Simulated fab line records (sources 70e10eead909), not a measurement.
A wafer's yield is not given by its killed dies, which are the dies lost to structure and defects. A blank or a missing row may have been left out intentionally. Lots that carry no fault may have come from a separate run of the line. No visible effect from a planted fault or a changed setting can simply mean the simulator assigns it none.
Which tool did it? -- flow nand_harc -- 39 wafers from 13 lots sampled at 5 of the route's 1159 steps

## WHAT EACH GAUGE READ, for each wafer
NHARC_A_CONTACT_CD_MEAS_42: target cd 200 nm. Usual: cd_nm 199.8 nm, standard deviation 0.55.
lot,measured,on,cd_nm (nm),flag
L257,day 16 13:59,cd_sem-03,199.8 200.0 199.3,
L258,day 17 04:46,cd_sem-01,199.6 201.2 201.0,
L256,day 17 08:31,cd_sem-03,198.7 199.8 199.5,
L260,day 17 22:02,cd_sem-03,198.7 199.7 200.2,
L261,day 18 00:50,cd_sem-03,199.7 200.5 198.9,
L262,day 18 13:52,cd_sem-01,199.5 200.2 200.7,
L263,day 18 14:02,cd_sem-02,200.3 200.3 200.0,
L265,day 18 23:44,cd_sem-02,200.2 200.4 199.8,
L270,day 20 00:00,cd_sem-02,200.8 199.7 200.3,
L268,day 20 03:53,cd_sem-02,199.8 200.1 198.7,
L271,day 20 11:40,cd_sem-01,200.3 199.2 200.0,
L276,day 21 11:42,cd_sem-03,200.1 199.8 200.0,
L277,day 21 15:07,cd_sem-02,199.7 199.6 200.8,

NHARC_A_CONTACT_OVL_MEAS_43. Usual: overlay_x_nm -0.2 nm, standard deviation 0.78; overlay_y_nm -0.2 nm, standard deviation 0.85.
lot,measured,on,overlay_x_nm (nm),overlay_y_nm (nm),flag
L257,day 16 14:04,overlay-02,0.6 1.6 1.5,0.0 -0.1 0.4,
L258,day 17 04:52,overlay-02,0.4 0.6 0.3,0.5 0.4 0.0,
L256,day 17 08:37,overlay-02,-0.7 -0.3 0.1,0.4 0.5 0.4,
L260,day 17 22:07,overlay-02,0.3 -0.1 -0.2,0.4 -0.2 -0.2,
L261,day 18 00:56,overlay-01,0.3 0.3 0.9,-1.4 -1.5 -1.6,
L262,day 18 13:57,overlay-02,-0.8 -0.8 -1.0,-0.8 -0.7 -0.5,
L263,day 18 14:08,overlay-02,0.8 0.6 0.7,0.1 -0.3 0.1,
L265,day 18 23:49,overlay-02,1.2 0.6 0.8,-0.8 -0.4 -0.2,
L270,day 20 00:05,overlay-02,0.0 -0.9 -0.3,0.8 0.8 1.0,
L268,day 20 03:58,overlay-02,0.6 0.1 -0.4,0.2 0.0 0.6,
L271,day 20 11:46,overlay-01,-0.4 -0.5 -1.0,-0.4 0.0 -0.4,
L276,day 21 11:47,overlay-01,-0.8 -1.4 -1.0,1.6 1.2 1.3,
L277,day 21 15:12,overlay-02,0.1 -0.7 0.0,-1.7 -1.0 -0.8,

NHARC_END_SORT_01. Usual: killed_at_array 25, standard deviation 10; killed_at_other 0.6, standard deviation 0.91; killed_at_periphery 3.6, standard deviation 2.9; killed_dies 29, standard deviation 10; killed_open 3.3, standard deviation 2; killed_short 1.9, standard deviation 1.5.
lot,measured,on,killed_at_array,killed_at_other,killed_at_periphery,killed_dies,killed_open,killed_short,flag
L262,day 21 11:39,prober-02,18 16 24,1 0 0,1 4 2,20 20 26,1 5 3,2 3 2,

## TOOL THAT RAN EACH LOT (tool first, then ch and the chambers of the sampled wafers, then the start)
lot,NHARC_A_CONTACT_ETCH_49,NHARC_A_CONTACT_ETCH_117
L257,"rie_diel-03 ch 0,1,3, day 16 14:23","har_cap_etch-02 ch 0,1, day 16 16:30"
L258,"rie_diel-12 ch 1,2,3, day 17 05:08","har_cap_etch-01 ch 0,1, day 17 06:53"
L256,"rie_diel-11 ch 1,2,3, day 17 09:07","har_cap_etch-01 ch 0, day 17 10:50"
L260,"rie_diel-12 ch 0,2, day 17 22:26","har_cap_etch-03 ch 0,1, day 18 00:11"
L261,"rie_diel-03 ch 0,1,3, day 18 01:13","har_cap_etch-02 ch 0,1, day 18 02:58"
L262,"rie_diel-03 ch 1,2, day 18 14:13","har_cap_etch-03 ch 0,1, day 18 15:58"
L263,"rie_diel-11 ch 1,2,3, day 18 14:39","har_cap_etch-02 ch 0,1, day 18 16:22"
L265,"rie_diel-11 ch 1,2,3, day 19 00:16","har_cap_etch-02 ch 0, day 19 02:03"
L270,"rie_diel-11 ch 0,3, day 20 00:24","har_cap_etch-03 ch 0,1, day 20 02:09"
L268,"rie_diel-11 ch 0,1, day 20 04:14","har_cap_etch-02 ch 0,1, day 20 05:59"
L271,"rie_diel-12 ch 0,1,2, day 20 12:10","har_cap_etch-03 ch 0,1, day 20 13:49"
L276,"rie_diel-03 ch 0,1, day 21 12:23","har_cap_etch-02 ch 0,1, day 21 14:37"
L277,"rie_diel-12 ch 0,1, day 21 15:30","har_cap_etch-01 ch 1, day 21 17:14"
- NHARC_A_CONTACT_ETCH_49: etches the open film in N2/H2, target depth 260 nm, time 475.3 s.
- NHARC_A_CONTACT_ETCH_117: etches the open film in C4F8/O2/Ar, time 94 s, target depth 922 nm.

## AS READ BY THE TOOLS THEMSELVES (means over the sampled wafers that have a number; for cases with no such wafer, the mark the record gives instead)
NHARC_A_CONTACT_ETCH_49. Usual: drypump_motor_current_A 5.9 A, standard deviation 0.39; oes_product_au 1.000 a.u., standard deviation 0.013; rf_vpp_V 430 V, standard deviation 3.2; run_length_s 496.6 s, standard deviation 0.32; showerhead_plenum_p_Torr 2.04 Torr, standard deviation 0.11; throttle_valve_pct 14.171 %, standard deviation 0.009.
lot,tool,drypump_motor_current_A (A),oes_product_au (a.u.),rf_vpp_V (V),run_length_s (s),showerhead_plenum_p_Torr (Torr),throttle_valve_pct (%),flag
L257,rie_diel-03,6.2,0.999,428,496.5,1.96,14.169,
L258,rie_diel-12,5.6,1.000,431,496.8,2.07,14.170,
L256,rie_diel-11,6.1,1.013,431,496.8,2.09,14.168,
L260,rie_diel-12,5.8,0.996,430,496.4,2.04,14.174,
L261,rie_diel-03,6.2,1.011,428,496.5,1.96,14.180,
L262,rie_diel-03,5.7,0.991,431,496.5,2.07,14.172,
L263,rie_diel-11,6.2,1.014,432,496.7,2.08,14.172,
L265,rie_diel-11,6.1,1.010,432,496.9,2.08,14.164,
L270,rie_diel-11,6.4,1.005,427,490.2,1.90,14.163,OFF
L268,rie_diel-11,5.7,1.002,430,490.0,2.00,14.176,OFF
L271,rie_diel-12,5.8,1.004,431,496.5,2.07,14.177,
L276,rie_diel-03,6.0,1.001,427,496.4,1.93,14.172,
L277,rie_diel-12,6.0,1.000,433,496.6,2.13,14.166,

## THE ANSWER, worked out from the rows above alone
Rule: take the mean of a lot's wafers that have a number; if it is more than 3 standard deviations from the usual mean, the lot is off. A lot without any number at a reading at which 4 lots or more have one is off too. Where the step has rows for the other lots, those lots are counted as sound. First the gauges in route order, then the tools' own readings, where a lot's mean is used as printed above. At the first step where some lot is off, the reading lying furthest off is the one used; lots without a number count as furthest.
Off: L270, L268 (NHARC_A_CONTACT_ETCH_49, run_length_s).
If a tool, at that step or one of the process steps before it, ran each lot that is off and ran no sound lot following the first of them, it fits. One fits: rie_diel-11 at NHARC_A_CONTACT_ETCH_49. A fault onset in the window from L265 (day 19 00:16, its last sound lot) to L270 (day 20 00:24, its first lot off) fits.
On the lots that are off, the tool's own readings at NHARC_A_CONTACT_ETCH_49 differ by more than 5 times the standard deviation of the sound lots' means, which bears it out; run_length_s reads 490.1 s there versus 496.6 s on the sound lots.

## WHAT THE SIMULATOR PUT IN
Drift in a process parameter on rie_diel-11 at NHARC_A_CONTACT_ETCH_49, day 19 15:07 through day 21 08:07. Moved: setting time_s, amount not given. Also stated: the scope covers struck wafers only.
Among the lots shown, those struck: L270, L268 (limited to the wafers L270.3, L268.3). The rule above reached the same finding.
